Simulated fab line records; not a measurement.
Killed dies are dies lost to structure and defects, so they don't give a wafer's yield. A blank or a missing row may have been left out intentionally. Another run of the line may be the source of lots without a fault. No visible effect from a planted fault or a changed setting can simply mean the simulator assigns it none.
Matching of chambers    flow nand harc    rie diel-11 running NHARC_A_STAIRCASE_TRIM_20: 4 sister chambers
The step chemistry O2, time 211.2 s. 16 wafers are shown with their chamber, then 8 later ones without.

EACH WAFER AND ITS CHAMBER
wafer   chamber  showerhead plenum p Torr (Torr)  drypump motor current A (A)  oes product au (a.u.)
L074.1  0        3.48                             6.2                          0.977
L074.2  3        3.41                             5.4                          0.981
L074.3  2        3.34                             5.6                          1.010
L076.1  0        3.48                             6.1                          0.977
L076.2  2        3.34                             5.6                          1.006
L076.3  3        3.41                             5.4                          0.999
L077.2  1        3.63                             6.4                          0.996
L077.3  3        3.41                             5.3                          0.994
L077.5  1        3.63                             6.4                          0.999
L080.1  2        3.34                             5.7                          1.025
L080.2  0        3.47                             6.1                          0.991
L080.4  1        3.62                             6.4                          1.008
L079.2  1        3.62                             6.4                          0.998
L079.5  0        3.47                             6.2                          0.983
L079.6  1        3.62                             6.4                          1.011
L089.2  3        3.40                             5.4                          0.986

SIGNATURES, as means of the wafers listed above
reading                   chamber 0  chamber 1  chamber 2  chamber 3  scatter within a chamber
showerhead plenum p Torr  3.4750     3.6240     3.3400     3.4075     0.00496
drypump motor current A   6.150      6.400      5.633      5.375      0.0449
oes product au            0.98200    1.00240    1.01367    0.99000    0.00766
Rule: for each reading, subtract the chamber's mean from the wafer's reading, divide by that reading's scatter and square the result; add these up over the readings and take the root, which gives the wafer's distance from the chamber. If the next closest chamber is less than 2 further off than the closest, the wafer can't be placed; otherwise it belongs to the closest. The scatter: the root of (the sum of the squares of (reading less its chamber's mean) over the shown wafers, divided by (wafers less chambers)).

WAFERS MISSING THEIR CHAMBER
wafer   showerhead plenum p Torr (Torr)  drypump motor current A (A)  oes product au (a.u.)
L089.3  3.46                             6.2                          0.990
L089.5  3.33                             5.6                          1.028
L088.3  3.40                             5.4                          0.994
L088.5  3.33                             5.7                          1.011
L088.6  3.40                             5.4                          0.981
L092.1  3.32                             5.6                          1.007
L092.2  3.39                             5.4                          0.982
L092.4  3.61                             6.4                          0.990

WHICH CHAMBER EACH WENT THROUGH
wafer   from the rows above  in truth
L089.3  0                    0
L089.5  2                    2
L088.3  3                    3
L088.5  2                    2
L088.6  3                    3
L092.1  2                    2
L092.2  3                    3
L092.4  1                    1
8 of 8 placed correctly. Left unplaced by these rows: 0. Placed wrongly: 0.
